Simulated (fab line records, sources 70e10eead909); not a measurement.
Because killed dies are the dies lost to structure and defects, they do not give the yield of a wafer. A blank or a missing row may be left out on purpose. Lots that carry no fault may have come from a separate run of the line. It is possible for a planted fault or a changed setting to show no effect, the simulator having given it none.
Chamber matching ; flow nandHarc ; 3 sister chambers for NHARC_A_STAIRCASE_DEP_471 on pecvd-04
The step deposits SiO2, target thk 100 nm. 16 wafers are shown with their chamber, then 8 later ones without.

## EACH WAFER AND ITS CHAMBER
wafer;chamber;throttleValvePct (%);heaterPowerW (W)
L075.1;1;15.8;615
L075.2;0;16.6;705
L075.5;2;15.9;633
L080.2;1;16.0;725
L080.3;2;15.5;632
L080.5;2;15.6;640
L081.2;2;15.9;547
L081.3;1;15.9;689
L081.4;2;15.6;543
L082.1;0;15.8;674
L082.2;1;15.8;617
L082.4;0;16.1;679
L082.3;2;15.5;625
L082.5;1;15.8;611
L082.6;2;15.6;638
L089.2;0;16.2;724

SIGNATURES (averages over the wafers above)
reading;chamber 0;chamber 1;chamber 2;scatter within a chamber
throttleValvePct;16.175;15.860;15.657;0.203
heaterPowerW;695.50;651.40;608.29;42.9
Rule: for each reading, subtract the chamber's mean from the wafer's reading, divide by that reading's scatter and square the result; add these up over the readings and take the root, which gives the wafer's distance from the chamber. The wafer belongs to the nearest chamber; if the next one is less than 2 further off, it can't be placed. The scatter is the square root of a quotient: the sum, over the shown wafers, of each reading's squared deviation from its chamber's mean, divided by wafers minus chambers.

## WAFERS MISSING THEIR CHAMBER
wafer;throttleValvePct (%);heaterPowerW (W)
L089.5;16.1;710
L089.6;15.5;580
L092.1;15.7;609
L092.2;16.0;660
L092.4;16.3;648
L097.1;15.8;643
L097.2;15.5;646
L097.5;15.4;652

## EACH ONE'S CHAMBER
wafer;from the rows above;in truth
L089.5;can't be placed: 0 or 1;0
L089.6;can't be placed: 2 or 1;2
L092.1;can't be placed: 2 or 1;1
L092.2;can't be placed: 1 or 0 or 2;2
L092.4;can't be placed: 0 or 1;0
L097.1;can't be placed: 1 or 2 or 0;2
L097.2;can't be placed: 2 or 1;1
L097.5;can't be placed: 2 or 1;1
Correct placement for 0 of the 8. These rows do not allow placing 8 (true chamber among the candidates in 8). Placed wrongly: 0.
